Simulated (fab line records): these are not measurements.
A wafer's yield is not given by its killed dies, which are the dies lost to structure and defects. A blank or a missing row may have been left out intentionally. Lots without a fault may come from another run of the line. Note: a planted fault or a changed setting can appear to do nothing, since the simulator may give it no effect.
8D (eight disciplines) problem report, filled in by code -- flow nandHarc -- the parts of the form that need people (team, actions taken, sign-off) are left out

== 1. PROBLEM STATEMENT ==
At NHARC_A_M0_CMP_23, timeToEndpointS averages 10.4 s over 2 wafers from 2 lots, while fault-free wafers read 28.7 s, standard deviation 2.9. That puts it -6.3 standard deviations away from the usual mean.
The step: polishes, t overpolish 20 s, target thk 113.75 nm.
The first sign was on wafer L543.6 at day 23 07:50, on cmp-01. The record holds 41 wafers of 14 lots with a number at this step. Rule for "out" (also "out of limits"): further than 4 standard deviations from the usual mean. All remaining wafers that have a number are taken as sound.

== 2. WHAT THIS IS AND IS NOT ==
question,is,is not
which readings at this step,timeToEndpointS,"motorCurrentA, retainingRingPressureFrac"
which lots,"L542, L543","L521, L522, L523, L524, L525, L526, L528, L529, L530, L531, L534, L538"
which wafers of those lots,"L542.6, L543.6","L542.1, L542.4, L543.4"
read on which tools,"cmp-01, cmp-03",cmp-02
when,from day 23 07:50,up to then (37 sound wafers); but 2 sound wafers of L542 came after

== 3. SUSPECTS, AND WHAT RULES EACH OUT ==
Counting: a tool at a process step up to the reading stays a suspect if it ran every lot that is out. Sound lots after the first of them don't rule it out here, since some wafers of a struck lot are sound.
- ecdCu-01 at NHARC_A_M0_ECD_22 (material Cu, target thk 400 nm): kept. It processed each lot that is out (first: L543, day 23 07:15); up to then, its last sound lot is L538 (day 22 07:02).
The count leaves ecdCu-01 at NHARC_A_M0_ECD_22.

== 4. THE CAUSE (what the simulator had put in) ==
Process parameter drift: ecdCu-01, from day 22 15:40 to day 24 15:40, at NHARC_A_M0_ECD_22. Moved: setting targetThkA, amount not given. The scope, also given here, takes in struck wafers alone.
The count eliminated every tool but this one.

== 5. SEQUENCE OF EFFECTS, ordered by route ==
Each row: a reading whose mean over the struck wafers that have a number lies more than 3 standard deviations from the usual. Only readings whose record carries a usual standard deviation are examined. hours: median over the lots of the time between each lot's start at the first step of this table that gives one and its start at this step. sigmas: the change, counted in usual standard deviations.
hours,step,reading,usual,on struck wafers,change,sigmas
0,NHARC_A_M0_CMP_23,timeToEndpointS,28.7 s,10.4,-18.2,-6.3
It contains these process steps:
- NHARC_A_M0_CMP_23: polishes, t overpolish 20 s, target thk 113.75 nm.

== 6. WHAT WOULD HAVE CAUGHT IT SOONER ==
The fault began at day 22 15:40; the first out-of-limits reading in this record came at day 23 07:50, 16 hours later.
An alarm limit of 4 standard deviations would not have fired on the tool readings at NHARC_A_M0_ECD_22 for which the record gives a usual standard deviation, since none of them was out on any struck wafer.
L542, from the lots that are out (2), started NHARC_A_M0_ECD_22 on ecdCu-01 later than day 23 07:50. It would have been spared by a hold on the tool at that moment.
